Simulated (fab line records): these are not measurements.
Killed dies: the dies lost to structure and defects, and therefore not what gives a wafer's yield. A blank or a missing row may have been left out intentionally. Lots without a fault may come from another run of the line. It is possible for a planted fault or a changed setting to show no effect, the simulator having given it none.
Chamber matching / flow nand_harc / pecvd-03 running NHARC_A_BONDPAD_DEP_00: 3 sister chambers
The step deposits SiCN, target thk 250 nm. 6 wafers are shown with their chamber, then 7 later ones without.

== WAFERS WITH THEIR CHAMBER ==
wafer=L768.4; chamber=2; heater_power_w (W)=549; rf_fwd_power_W (W)=451.0
wafer=L767.4; chamber=2; heater_power_w (W)=518; rf_fwd_power_W (W)=448.3
wafer=L770.1; chamber=0; heater_power_w (W)=735; rf_fwd_power_W (W)=447.3
wafer=L770.4; chamber=1; heater_power_w (W)=459; rf_fwd_power_W (W)=450.7
wafer=L774.3; chamber=1; heater_power_w (W)=483; rf_fwd_power_W (W)=447.7
wafer=L774.4; chamber=0; heater_power_w (W)=716; rf_fwd_power_W (W)=449.7

== WAFERS MISSING THEIR CHAMBER ==
wafer=L774.5; heater_power_w (W)=466; rf_fwd_power_W (W)=450.0
wafer=L773.3; heater_power_w (W)=757; rf_fwd_power_W (W)=449.3
wafer=L773.5; heater_power_w (W)=756; rf_fwd_power_W (W)=449.5
wafer=L773.6; heater_power_w (W)=440; rf_fwd_power_W (W)=451.7
wafer=L782.1; heater_power_w (W)=514; rf_fwd_power_W (W)=448.6
wafer=L782.2; heater_power_w (W)=652; rf_fwd_power_W (W)=448.7
wafer=L782.3; heater_power_w (W)=559; rf_fwd_power_W (W)=448.7

== EACH ONE'S CHAMBER ==
wafer=L774.5; from the rows above=1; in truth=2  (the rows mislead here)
wafer=L773.3; from the rows above=0; in truth=0
wafer=L773.5; from the rows above=0; in truth=0
wafer=L773.6; from the rows above=1; in truth=1
wafer=L782.1; from the rows above=can't be placed: 2 or 1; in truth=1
wafer=L782.2; from the rows above=0; in truth=0
wafer=L782.3; from the rows above=2; in truth=2
Placed correctly: 5 of 7. These rows do not allow placing 1 (true chamber among the candidates in 1). 1 placed wrongly.
How it was worked out, from the rows above alone: a wafer's distance from a chamber is the root of the sum, over the readings, of the square of ((its reading less the chamber's mean) divided by the reading's scatter). If the next closest chamber is less than 2 further off than the closest, the wafer can't be placed; otherwise it belongs to the closest. For every chamber, the mean is computed from those of its wafers that are shown. The scatter: the root of (the sum of the squares of (reading less its chamber's mean) over the shown wafers, divided by (wafers less chambers)).
